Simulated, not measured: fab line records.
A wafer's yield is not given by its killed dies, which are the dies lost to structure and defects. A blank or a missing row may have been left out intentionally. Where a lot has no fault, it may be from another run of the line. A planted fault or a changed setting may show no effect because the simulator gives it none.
Chamber matching || flow n5_finfet || N5_BEOL_M8_ETCH_72 on rie_diel-05 has 4 sister chambers
The step etches underlayer in N2/H2, target depth 6.5 nm, time 5.2 s. 4 wafers are shown with their chamber, then 7 later ones without.

== EACH WAFER AND ITS CHAMBER ==
{"wafer": "L086.6", "chamber": 0, "drypump_motor_current_A (A)": 5.1}
{"wafer": "L093.6", "chamber": 3, "drypump_motor_current_A (A)": 5.5}
{"wafer": "L092.1", "chamber": 2, "drypump_motor_current_A (A)": 5.3}
{"wafer": "L092.3", "chamber": 1, "drypump_motor_current_A (A)": 6.2}

== WAFERS MISSING THEIR CHAMBER ==
{"wafer": "L092.5", "drypump_motor_current_A (A)": 6.1}
{"wafer": "L090.1", "drypump_motor_current_A (A)": 6.2}
{"wafer": "L090.3", "drypump_motor_current_A (A)": 5.5}
{"wafer": "L090.5", "drypump_motor_current_A (A)": 6.2}
{"wafer": "L096.2", "drypump_motor_current_A (A)": 5.1}
{"wafer": "L096.3", "drypump_motor_current_A (A)": 5.3}
{"wafer": "L096.4", "drypump_motor_current_A (A)": 5.4}

== THE CHAMBER EACH PASSED THROUGH ==
{"wafer": "L092.5", "from the rows above": 1, "in truth": 1}
{"wafer": "L090.1", "from the rows above": 1, "in truth": 1}
{"wafer": "L090.3", "from the rows above": 3, "in truth": 3}
{"wafer": "L090.5", "from the rows above": 1, "in truth": 1}
{"wafer": "L096.2", "from the rows above": 0, "in truth": 0}
{"wafer": "L096.3", "from the rows above": 2, "in truth": 2}
{"wafer": "L096.4", "from the rows above": "can't be placed: 3 or 2", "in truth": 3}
Correctly placed: 6 of 7. Unplaceable from these rows: 1, with the true chamber sitting among the candidates in 1. Wrongly placed: 0.
How it was worked out, from the rows above alone: a wafer's distance from a chamber is the root of the sum, over the readings, of the square of ((its reading less the chamber's mean) divided by the reading's scatter). The wafer belongs to the nearest chamber; if the next one is less than 2 further off, it can't be placed. Each chamber's mean is taken over the wafers shown for it. The scatter: with one shown wafer a chamber, the root of the mean of the squares of how far each hidden wafer lies from its nearest shown one.
